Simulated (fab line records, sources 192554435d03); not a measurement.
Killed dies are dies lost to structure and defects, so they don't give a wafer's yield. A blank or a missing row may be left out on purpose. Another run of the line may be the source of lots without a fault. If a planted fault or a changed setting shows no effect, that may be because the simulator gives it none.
What tool caused it? / flow n5_finfet / 69 wafers from 23 lots sampled at 4 of the route's 1938 steps

== WHAT EACH GAUGE READ, for each wafer ==
N5_BEOL_M0_SAQP_OVL_MEAS_15.
lot=L074; measured=day 5 16:10; on=overlay-01; M0_CORE_OVL (nm)=0.2 -0.2 -0.3
lot=L075; measured=day 5 20:52; on=overlay-02; M0_CORE_OVL (nm)=-1.3 -1.6 -1.1
lot=L076; measured=day 6 00:49; on=overlay-01; M0_CORE_OVL (nm)=-1.6 -1.1 -0.8
lot=L077; measured=day 6 06:16; on=overlay-02; M0_CORE_OVL (nm)=-0.3 0.6 -0.3
lot=L078; measured=day 6 10:06; on=overlay-01; M0_CORE_OVL (nm)=0.6 -0.2 -0.3
lot=L079; measured=day 6 17:37; on=overlay-02; M0_CORE_OVL (nm)=0.1 -0.1 -0.1
lot=L080; measured=day 6 21:10; on=overlay-02; M0_CORE_OVL (nm)=0.5 -0.9 -0.7
lot=L081; measured=day 7 02:14; on=overlay-02; M0_CORE_OVL (nm)=-0.3 0.7 -1.3
lot=L082; measured=day 7 13:39; on=overlay-02; M0_CORE_OVL (nm)=-1.1 -1.1 -1.0
lot=L083; measured=day 7 17:34; on=overlay-02; M0_CORE_OVL (nm)=-1.1 -0.2 -0.8
lot=L084; measured=day 8 01:35; on=overlay-01; M0_CORE_OVL (nm)=-1.7 -0.2 -0.5
lot=L085; measured=day 8 04:08; on=overlay-02; M0_CORE_OVL (nm)=-0.1 1.1 0.4
lot=L086; measured=day 8 18:41; on=overlay-01; M0_CORE_OVL (nm)=-0.5 -0.4 -0.9
lot=L087; measured=day 8 23:19; on=overlay-01; M0_CORE_OVL (nm)=-1.3 -0.9 -2.0
lot=L088; measured=day 9 02:26; on=overlay-02; M0_CORE_OVL (nm)=-0.3 0.4 -0.9
lot=L090; measured=day 9 12:17; on=overlay-01; M0_CORE_OVL (nm)=0.7 0.6 0.6
lot=L091; measured=day 9 16:29; on=overlay-02; M0_CORE_OVL (nm)=0.8 1.1 -0.6
lot=L092; measured=day 10 02:59; on=overlay-02; M0_CORE_OVL (nm)=0.2 -1.4 0.2
lot=L093; measured=day 10 06:10; on=overlay-02; M0_CORE_OVL (nm)=0.9 0.1 0.5
lot=L094; measured=day 10 09:19; on=overlay-02; M0_CORE_OVL (nm)=-2.1 -1.7 -1.3
lot=L095; measured=day 10 21:20; on=overlay-02; M0_CORE_OVL (nm)=-0.9 0.2 -0.7
lot=L096; measured=day 11 00:22; on=overlay-02; M0_CORE_OVL (nm)=1.1 0.2 0.4
lot=L097; measured=day 11 03:22; on=overlay-01; M0_CORE_OVL (nm)=-0.8 -1.3 -0.9

== EACH LOT AND THE TOOL THAT RAN IT (in order: tool; ch and the chambers of the sampled wafers; start) ==
lot=L074; N5_MOL_CONTACT_COAG_STRIP_72=rie_diel-03 ch 1,2,3, day 5 06:58; N5_MOL_CONTACT_COAG_CVD_140=cvd_w-01 ch 0,1, day 5 07:26; N5_BEOL_M0_SAQP_PECVD_96=pecvd-02 ch 1,2, day 5 15:36
lot=L075; N5_MOL_CONTACT_COAG_STRIP_72=rie_diel-03 ch 0,1,3, day 5 15:34; N5_MOL_CONTACT_COAG_CVD_140=cvd_w-01 ch 0,1, day 5 15:56; N5_BEOL_M0_SAQP_PECVD_96=pecvd-01 ch 0,1,2, day 5 20:10
lot=L076; N5_MOL_CONTACT_COAG_STRIP_72=rie_diel-03 ch 0,3, day 5 19:18; N5_MOL_CONTACT_COAG_CVD_140=cvd_w-01 ch 0, day 5 19:40; N5_BEOL_M0_SAQP_PECVD_96=pecvd-02 ch 0,1,2, day 6 00:15
lot=L077; N5_MOL_CONTACT_COAG_STRIP_72=rie_diel-02 ch 0,1,2, day 6 01:07; N5_MOL_CONTACT_COAG_CVD_140=cvd_w-01 ch 0,1, day 6 01:28; N5_BEOL_M0_SAQP_PECVD_96=pecvd-03 ch 1,2, day 6 05:42
lot=L078; N5_MOL_CONTACT_COAG_STRIP_72=rie_diel-03 ch 2,3, day 6 01:57; N5_MOL_CONTACT_COAG_CVD_140=cvd_w-02 ch 0,1, day 6 02:19; N5_BEOL_M0_SAQP_PECVD_96=pecvd-01 ch 0,1, day 6 09:25
lot=L079; N5_MOL_CONTACT_COAG_STRIP_72=rie_diel-06 ch 1,2,3, day 6 11:50; N5_MOL_CONTACT_COAG_CVD_140=cvd_w-02 ch 0,1, day 6 12:17; N5_BEOL_M0_SAQP_PECVD_96=pecvd-03 ch 0,2, day 6 16:56
lot=L080; N5_MOL_CONTACT_COAG_STRIP_72=rie_diel-02 ch 0,1,2, day 6 15:03; N5_MOL_CONTACT_COAG_CVD_140=cvd_w-02 ch 0,1, day 6 15:25; N5_BEOL_M0_SAQP_PECVD_96=pecvd-03 ch 0,1, day 6 20:28
lot=L081; N5_MOL_CONTACT_COAG_STRIP_72=rie_diel-03 ch 0,1,2, day 6 20:32; N5_MOL_CONTACT_COAG_CVD_140=cvd_w-01 ch 0,1, day 6 20:53; N5_BEOL_M0_SAQP_PECVD_96=pecvd-01 ch 0,1, day 7 01:40
lot=L082; N5_MOL_CONTACT_COAG_STRIP_72=rie_diel-06 ch 0,2, day 7 06:21; N5_MOL_CONTACT_COAG_CVD_140=cvd_w-02 ch 0, day 7 06:53; N5_BEOL_M0_SAQP_PECVD_96=pecvd-02 ch 0,1, day 7 12:56
lot=L083; N5_MOL_CONTACT_COAG_STRIP_72=rie_diel-03 ch 0,1,2, day 7 10:58; N5_MOL_CONTACT_COAG_CVD_140=cvd_w-02 ch 0,1, day 7 11:20; N5_BEOL_M0_SAQP_PECVD_96=pecvd-01 ch 0,1,2, day 7 16:59
lot=L084; N5_MOL_CONTACT_COAG_STRIP_72=rie_diel-06 ch 1,2,3, day 7 19:31; N5_MOL_CONTACT_COAG_CVD_140=cvd_w-01 ch 0,1, day 7 19:53; N5_BEOL_M0_SAQP_PECVD_96=pecvd-03 ch 0,1, day 8 00:53
lot=L085; N5_MOL_CONTACT_COAG_STRIP_72=rie_diel-02 ch 0,1,2, day 7 22:46; N5_MOL_CONTACT_COAG_CVD_140=cvd_w-02 ch 1, day 7 23:08; N5_BEOL_M0_SAQP_PECVD_96=pecvd-02 ch 0,1, day 8 03:34
lot=L086; N5_MOL_CONTACT_COAG_STRIP_72=rie_diel-02 ch 0,1,2, day 8 11:28; N5_MOL_CONTACT_COAG_CVD_140=cvd_w-01 ch 0,1, day 8 11:49; N5_BEOL_M0_SAQP_PECVD_96=pecvd-03 ch 0,2, day 8 16:42
lot=L087; N5_MOL_CONTACT_COAG_STRIP_72=rie_diel-03 ch 0,1,2, day 8 17:23; N5_MOL_CONTACT_COAG_CVD_140=cvd_w-01 ch 0,1, day 8 17:46; N5_BEOL_M0_SAQP_PECVD_96=pecvd-02 ch 0,1,2, day 8 22:44
lot=L088; N5_MOL_CONTACT_COAG_STRIP_72=rie_diel-02 ch 1,3, day 8 19:35; N5_MOL_CONTACT_COAG_CVD_140=cvd_w-02 ch 0,1, day 8 19:56; N5_BEOL_M0_SAQP_PECVD_96=pecvd-01 ch 0,1, day 9 01:52
lot=L090; N5_MOL_CONTACT_COAG_STRIP_72=rie_diel-02 ch 0,2, day 9 03:10; N5_MOL_CONTACT_COAG_CVD_140=cvd_w-01 ch 0,1, day 9 03:31; N5_BEOL_M0_SAQP_PECVD_96=pecvd-03 ch 1, day 9 11:19
lot=L091; N5_MOL_CONTACT_COAG_STRIP_72=rie_diel-06 ch 1,3, day 9 10:29; N5_MOL_CONTACT_COAG_CVD_140=cvd_w-02 ch 0,1, day 9 10:51; N5_BEOL_M0_SAQP_PECVD_96=pecvd-03 ch 1, day 9 15:37
lot=L092; N5_MOL_CONTACT_COAG_STRIP_72=rie_diel-06 ch 0,1,2, day 9 21:15; N5_MOL_CONTACT_COAG_CVD_140=cvd_w-01 ch 0,1, day 9 21:37; N5_BEOL_M0_SAQP_PECVD_96=pecvd-01 ch 0,2, day 10 02:17
lot=L093; N5_MOL_CONTACT_COAG_STRIP_72=rie_diel-06 ch 0,3, day 9 22:01; N5_MOL_CONTACT_COAG_CVD_140=cvd_w-02 ch 0,1, day 9 22:28; N5_BEOL_M0_SAQP_PECVD_96=pecvd-03 ch 0,1, day 10 05:33
lot=L094; N5_MOL_CONTACT_COAG_STRIP_72=rie_diel-06 ch 1,3, day 10 02:18; N5_MOL_CONTACT_COAG_CVD_140=cvd_w-02 ch 0,1, day 10 02:40; N5_BEOL_M0_SAQP_PECVD_96=pecvd-01 ch 0,1, day 10 08:45
lot=L095; N5_MOL_CONTACT_COAG_STRIP_72=rie_diel-06 ch 0,2,3, day 10 11:46; N5_MOL_CONTACT_COAG_CVD_140=cvd_w-02 ch 0,1, day 10 12:08; N5_BEOL_M0_SAQP_PECVD_96=pecvd-03 ch 1,2, day 10 20:46
lot=L096; N5_MOL_CONTACT_COAG_STRIP_72=rie_diel-03 ch 1,3, day 10 19:07; N5_MOL_CONTACT_COAG_CVD_140=cvd_w-01 ch 0,1, day 10 19:30; N5_BEOL_M0_SAQP_PECVD_96=pecvd-01 ch 0,2, day 10 23:47
lot=L097; N5_MOL_CONTACT_COAG_STRIP_72=rie_diel-06 ch 0,1,3, day 10 21:19; N5_MOL_CONTACT_COAG_CVD_140=cvd_w-02 ch 0,1, day 10 21:40; N5_BEOL_M0_SAQP_PECVD_96=pecvd-02 ch 0,1, day 11 02:48
- N5_MOL_CONTACT_COAG_STRIP_72: strips in N2/H2.
- N5_MOL_CONTACT_COAG_CVD_140: deposits W, target thk 66.5 nm, time 215 s.
- N5_BEOL_M0_SAQP_PECVD_96: deposits a-Si from SiH4/He, target thk 45 nm, time 45.2 s.

== WHAT THE TOOLS THEMSELVES READ (means of the sampled wafers that have a number; where no wafer has one, the mark that the record gives instead) ==
N5_MOL_CONTACT_COAG_STRIP_72.
lot=L074; tool=rie_diel-03; drypump_motor_current_A (A)=5.61; oes_product_au (a.u.)=0.84; rf_vpp_V (V)=58.8; showerhead_plenum_p_Torr (Torr)=2.51; throttle_valve_pct (%)=23.3
lot=L075; tool=rie_diel-03; drypump_motor_current_A (A)=5.40; oes_product_au (a.u.)=0.76; rf_vpp_V (V)=59.2; showerhead_plenum_p_Torr (Torr)=2.53; throttle_valve_pct (%)=23.3
lot=L076; tool=rie_diel-03; drypump_motor_current_A (A)=5.38; oes_product_au (a.u.)=0.72; rf_vpp_V (V)=60.5; showerhead_plenum_p_Torr (Torr)=2.60; throttle_valve_pct (%)=23.4
lot=L077; tool=rie_diel-02; drypump_motor_current_A (A)=5.55; oes_product_au (a.u.)=0.75; rf_vpp_V (V)=57.9; showerhead_plenum_p_Torr (Torr)=2.48; throttle_valve_pct (%)=24.2
lot=L078; tool=rie_diel-03; drypump_motor_current_A (A)=5.84; oes_product_au (a.u.)=0.81; rf_vpp_V (V)=58.4; showerhead_plenum_p_Torr (Torr)=2.54; throttle_valve_pct (%)=23.4
lot=L079; tool=rie_diel-06; drypump_motor_current_A (A)=5.62; oes_product_au (a.u.)=0.82; rf_vpp_V (V)=59.0; showerhead_plenum_p_Torr (Torr)=2.53; throttle_valve_pct (%)=23.7
lot=L080; tool=rie_diel-02; drypump_motor_current_A (A)=5.53; oes_product_au (a.u.)=0.74; rf_vpp_V (V)=60.6; showerhead_plenum_p_Torr (Torr)=2.47; throttle_valve_pct (%)=24.2
lot=L081; tool=rie_diel-03; drypump_motor_current_A (A)=5.35; oes_product_au (a.u.)=0.81; rf_vpp_V (V)=60.5; showerhead_plenum_p_Torr (Torr)=2.54; throttle_valve_pct (%)=23.2
lot=L082; tool=rie_diel-06; drypump_motor_current_A (A)=5.87; oes_product_au (a.u.)=0.89; rf_vpp_V (V)=60.4; showerhead_plenum_p_Torr (Torr)=2.51; throttle_valve_pct (%)=23.5
lot=L083; tool=rie_diel-03; drypump_motor_current_A (A)=5.34; oes_product_au (a.u.)=0.81; rf_vpp_V (V)=59.7; showerhead_plenum_p_Torr (Torr)=2.53; throttle_valve_pct (%)=23.3
lot=L084; tool=rie_diel-06; drypump_motor_current_A (A)=5.63; oes_product_au (a.u.)=0.81; rf_vpp_V (V)=59.5; showerhead_plenum_p_Torr (Torr)=2.53; throttle_valve_pct (%)=23.8
lot=L085; tool=rie_diel-02; drypump_motor_current_A (A)=5.54; oes_product_au (a.u.)=0.74; rf_vpp_V (V)=58.2; showerhead_plenum_p_Torr (Torr)=2.47; throttle_valve_pct (%)=24.3
lot=L086; tool=rie_diel-02; drypump_motor_current_A (A)=5.54; oes_product_au (a.u.)=0.72; rf_vpp_V (V)=60.0; showerhead_plenum_p_Torr (Torr)=2.47; throttle_valve_pct (%)=24.2
lot=L087; tool=rie_diel-03; drypump_motor_current_A (A)=5.35; oes_product_au (a.u.)=0.79; rf_vpp_V (V)=59.7; showerhead_plenum_p_Torr (Torr)=2.53; throttle_valve_pct (%)=23.3
lot=L088; tool=rie_diel-02; drypump_motor_current_A (A)=5.57; oes_product_au (a.u.)=0.87; rf_vpp_V (V)=60.4; showerhead_plenum_p_Torr (Torr)=2.49; throttle_valve_pct (%)=24.1
lot=L090; tool=rie_diel-02; drypump_motor_current_A (A)=5.71; oes_product_au (a.u.)=0.69; rf_vpp_V (V)=57.5; showerhead_plenum_p_Torr (Torr)=2.48; throttle_valve_pct (%)=24.2
lot=L091; tool=rie_diel-06; drypump_motor_current_A (A)=5.58; oes_product_au (a.u.)=0.80; rf_vpp_V (V)=60.2; showerhead_plenum_p_Torr (Torr)=2.53; throttle_valve_pct (%)=23.6
lot=L092; tool=rie_diel-06; drypump_motor_current_A (A)=5.68; oes_product_au (a.u.)=0.86; rf_vpp_V (V)=59.4; showerhead_plenum_p_Torr (Torr)=2.54; throttle_valve_pct (%)=23.6
lot=L093; tool=rie_diel-06; drypump_motor_current_A (A)=5.96; oes_product_au (a.u.)=0.74; rf_vpp_V (V)=58.2; showerhead_plenum_p_Torr (Torr)=2.42; throttle_valve_pct (%)=23.5
lot=L094; tool=rie_diel-06; drypump_motor_current_A (A)=5.77; oes_product_au (a.u.)=0.74; rf_vpp_V (V)=58.8; showerhead_plenum_p_Torr (Torr)=2.46; throttle_valve_pct (%)=23.5
lot=L095; tool=rie_diel-06; drypump_motor_current_A (A)=5.83; oes_product_au (a.u.)=0.77; rf_vpp_V (V)=59.9; showerhead_plenum_p_Torr (Torr)=2.48; throttle_valve_pct (%)=23.7
lot=L096; tool=rie_diel-03; drypump_motor_current_A (A)=5.45; oes_product_au (a.u.)=0.76; rf_vpp_V (V)=59.7; showerhead_plenum_p_Torr (Torr)=2.45; throttle_valve_pct (%)=23.3
lot=L097; tool=rie_diel-06; drypump_motor_current_A (A)=5.77; oes_product_au (a.u.)=0.79; rf_vpp_V (V)=59.5; showerhead_plenum_p_Torr (Torr)=2.48; throttle_valve_pct (%)=23.4

N5_MOL_CONTACT_COAG_CVD_140.
lot=L074; tool=cvd_w-01; heater_power_w (W)=492; susceptor_temp_C (C)=299.88
lot=L075; tool=cvd_w-01; heater_power_w (W)=506; susceptor_temp_C (C)=299.83
lot=L076; tool=cvd_w-01; heater_power_w (W)=517; susceptor_temp_C (C)=300.05
lot=L077; tool=cvd_w-01; heater_power_w (W)=490; susceptor_temp_C (C)=300.05
lot=L078; tool=cvd_w-02; heater_power_w (W)=449; susceptor_temp_C (C)=300.11
lot=L079; tool=cvd_w-02; heater_power_w (W)=463; susceptor_temp_C (C)=299.93
lot=L080; tool=cvd_w-02; heater_power_w (W)=452; susceptor_temp_C (C)=299.94
lot=L081; tool=cvd_w-01; heater_power_w (W)=496; susceptor_temp_C (C)=299.98
lot=L082; tool=cvd_w-02; heater_power_w (W)=447; susceptor_temp_C (C)=300.15
lot=L083; tool=cvd_w-02; heater_power_w (W)=459; susceptor_temp_C (C)=300.13
lot=L084; tool=cvd_w-01; heater_power_w (W)=500; susceptor_temp_C (C)=300.03
lot=L085; tool=cvd_w-02; heater_power_w (W)=468; susceptor_temp_C (C)=299.90
lot=L086; tool=cvd_w-01; heater_power_w (W)=511; susceptor_temp_C (C)=300.09
lot=L087; tool=cvd_w-01; heater_power_w (W)=510; susceptor_temp_C (C)=300.05
lot=L088; tool=cvd_w-02; heater_power_w (W)=457; susceptor_temp_C (C)=300.03
lot=L090; tool=cvd_w-01; heater_power_w (W)=502; susceptor_temp_C (C)=300.00
lot=L091; tool=cvd_w-02; heater_power_w (W)=465; susceptor_temp_C (C)=299.85
lot=L092; tool=cvd_w-01; heater_power_w (W)=487; susceptor_temp_C (C)=299.75
lot=L093; tool=cvd_w-02; heater_power_w (W)=466; susceptor_temp_C (C)=300.07
lot=L094; tool=cvd_w-02; heater_power_w (W)=464; susceptor_temp_C (C)=299.93
lot=L095; tool=cvd_w-02; heater_power_w (W)=458; susceptor_temp_C (C)=299.97
lot=L096; tool=cvd_w-01; heater_power_w (W)=510; susceptor_temp_C (C)=300.07
lot=L097; tool=cvd_w-02; heater_power_w (W)=462; susceptor_temp_C (C)=300.07

N5_BEOL_M0_SAQP_PECVD_96.
lot=L074; tool=pecvd-02; heater_power_w (W)=668; showerhead_plenum_p_Torr (Torr)=5.62; susceptor_temp_C (C)=349.97; throttle_valve_pct (%)=18.6
lot=L075; tool=pecvd-01; heater_power_w (W)=625; showerhead_plenum_p_Torr (Torr)=5.74; susceptor_temp_C (C)=350.04; throttle_valve_pct (%)=18.9
lot=L076; tool=pecvd-02; heater_power_w (W)=627; showerhead_plenum_p_Torr (Torr)=5.63; susceptor_temp_C (C)=349.92; throttle_valve_pct (%)=18.1
lot=L077; tool=pecvd-03; heater_power_w (W)=547; showerhead_plenum_p_Torr (Torr)=5.70; susceptor_temp_C (C)=350.04; throttle_valve_pct (%)=19.3
lot=L078; tool=pecvd-01; heater_power_w (W)=669; showerhead_plenum_p_Torr (Torr)=5.76; susceptor_temp_C (C)=350.02; throttle_valve_pct (%)=19.4
lot=L079; tool=pecvd-03; heater_power_w (W)=624; showerhead_plenum_p_Torr (Torr)=5.67; susceptor_temp_C (C)=349.98; throttle_valve_pct (%)=18.2
lot=L080; tool=pecvd-03; heater_power_w (W)=585; showerhead_plenum_p_Torr (Torr)=5.70; susceptor_temp_C (C)=350.13; throttle_valve_pct (%)=19.1
lot=L081; tool=pecvd-01; heater_power_w (W)=678; showerhead_plenum_p_Torr (Torr)=5.77; susceptor_temp_C (C)=350.02; throttle_valve_pct (%)=19.3
lot=L082; tool=pecvd-02; heater_power_w (W)=640; showerhead_plenum_p_Torr (Torr)=5.63; susceptor_temp_C (C)=350.19; throttle_valve_pct (%)=19.1
lot=L083; tool=pecvd-01; heater_power_w (W)=605; showerhead_plenum_p_Torr (Torr)=5.73; susceptor_temp_C (C)=349.80; throttle_valve_pct (%)=19.0
lot=L084; tool=pecvd-03; heater_power_w (W)=556; showerhead_plenum_p_Torr (Torr)=5.69; susceptor_temp_C (C)=349.94; throttle_valve_pct (%)=19.1
lot=L085; tool=pecvd-02; heater_power_w (W)=653; showerhead_plenum_p_Torr (Torr)=5.63; susceptor_temp_C (C)=350.15; throttle_valve_pct (%)=19.0
lot=L086; tool=pecvd-03; heater_power_w (W)=684; showerhead_plenum_p_Torr (Torr)=5.67; susceptor_temp_C (C)=349.59; throttle_valve_pct (%)=18.1
lot=L087; tool=pecvd-02; heater_power_w (W)=594; showerhead_plenum_p_Torr (Torr)=5.61; susceptor_temp_C (C)=350.18; throttle_valve_pct (%)=18.4
lot=L088; tool=pecvd-01; heater_power_w (W)=651; showerhead_plenum_p_Torr (Torr)=5.77; susceptor_temp_C (C)=349.73; throttle_valve_pct (%)=19.4
lot=L090; tool=pecvd-03; heater_power_w (W)=578; showerhead_plenum_p_Torr (Torr)=5.71; susceptor_temp_C (C)=349.99; throttle_valve_pct (%)=19.7
lot=L091; tool=pecvd-03; heater_power_w (W)=571; showerhead_plenum_p_Torr (Torr)=5.71; susceptor_temp_C (C)=350.19; throttle_valve_pct (%)=19.8
lot=L092; tool=pecvd-01; heater_power_w (W)=651; showerhead_plenum_p_Torr (Torr)=5.76; susceptor_temp_C (C)=349.85; throttle_valve_pct (%)=19.5
lot=L093; tool=pecvd-03; heater_power_w (W)=542; showerhead_plenum_p_Torr (Torr)=5.69; susceptor_temp_C (C)=349.88; throttle_valve_pct (%)=19.3
lot=L094; tool=pecvd-01; heater_power_w (W)=622; showerhead_plenum_p_Torr (Torr)=5.74; susceptor_temp_C (C)=349.85; throttle_valve_pct (%)=18.7
lot=L095; tool=pecvd-03; heater_power_w (W)=552; showerhead_plenum_p_Torr (Torr)=5.68; susceptor_temp_C (C)=350.18; throttle_valve_pct (%)=18.9
lot=L096; tool=pecvd-01; heater_power_w (W)=603; showerhead_plenum_p_Torr (Torr)=5.74; susceptor_temp_C (C)=349.99; throttle_valve_pct (%)=19.4
lot=L097; tool=pecvd-02; heater_power_w (W)=648; showerhead_plenum_p_Torr (Torr)=5.63; susceptor_temp_C (C)=349.86; throttle_valve_pct (%)=19.2

== THE ANSWER, worked out from the rows above alone ==
Rule: usual is defined by the lots themselves. Put in order of their means at a reading, lots are off if they are a third of the lots or fewer, leave a main group of 4 or more, and stand apart from it by a gap of 3 or more times the standard deviation of the main group's means; of several such gaps the widest counts. If all means in a main group match to the digits the tables above print for the reading, that group is not used. Also off: a lot with no number at a reading for which 4 or more lots have one. The other lots that the step has rows for count as sound. Order of review: gauges by route order, followed by the tools' own readings, for which a lot's mean as printed above is used. The first step at which some lot is off is used, and at that step the reading that is off furthest; a lot without a number counts as furthest.
Across all readings shown, no lot is off: no conclusion can be drawn from this.

== WHAT THE SIMULATOR HAD PUT IN ==
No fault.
